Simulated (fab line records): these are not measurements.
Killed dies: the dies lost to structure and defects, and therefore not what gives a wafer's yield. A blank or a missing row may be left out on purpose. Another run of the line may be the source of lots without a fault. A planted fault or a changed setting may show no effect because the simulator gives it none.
Matching of chambers || flow nandHarc || NHARC_A_CHANNEL_FILL_D2_ALD_14 on aldHk-01 has 4 sister chambers
The step deposits SiO2, target thk 2.5 nm, pulse time 10 s, ald cycles 25. 4 wafers are shown with their chamber, then 7 later ones without.

WAFERS PAIRED WITH THEIR CHAMBERS
{"wafer": "L090.2", "chamber": 0, "heaterPowerW (W)": 624}
{"wafer": "L090.5", "chamber": 3, "heaterPowerW (W)": 518}
{"wafer": "L093.1", "chamber": 1, "heaterPowerW (W)": 521}
{"wafer": "L093.2", "chamber": 2, "heaterPowerW (W)": 472}

WAFERS WITH NO CHAMBER GIVEN
{"wafer": "L093.4", "heaterPowerW (W)": 642}
{"wafer": "L096.2", "heaterPowerW (W)": 652}
{"wafer": "L096.4", "heaterPowerW (W)": 528}
{"wafer": "L096.6", "heaterPowerW (W)": 664}
{"wafer": "L097.1", "heaterPowerW (W)": 637}
{"wafer": "L097.3", "heaterPowerW (W)": 487}
{"wafer": "L097.4", "heaterPowerW (W)": 540}

WHICH CHAMBER EACH WENT THROUGH
{"wafer": "L093.4", "from the rows above": 0, "in truth": 0}
{"wafer": "L096.2", "from the rows above": 0, "in truth": 0}
{"wafer": "L096.4", "from the rows above": "can't be placed: 1 or 3", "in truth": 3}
{"wafer": "L096.6", "from the rows above": 0, "in truth": 0}
{"wafer": "L097.1", "from the rows above": 0, "in truth": 0}
{"wafer": "L097.3", "from the rows above": "can't be placed: 2 or 3 or 1", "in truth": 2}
{"wafer": "L097.4", "from the rows above": "can't be placed: 1 or 3", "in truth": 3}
Correct placement for 4 of the 7. These rows do not allow placing 3 (true chamber among the candidates in 3). Wrongly placed: 0.
How it was worked out, from the rows above alone: a wafer's distance from a chamber is the root of the sum, over the readings, of the square of ((its reading less the chamber's mean) divided by the reading's scatter). The wafer belongs to the nearest chamber; if the next one is less than 2 further off, it can't be placed. The mean given for a chamber averages the wafers shown for that chamber. The scatter: with one shown wafer a chamber, the root of the mean of the squares of how far each hidden wafer lies from its nearest shown one.
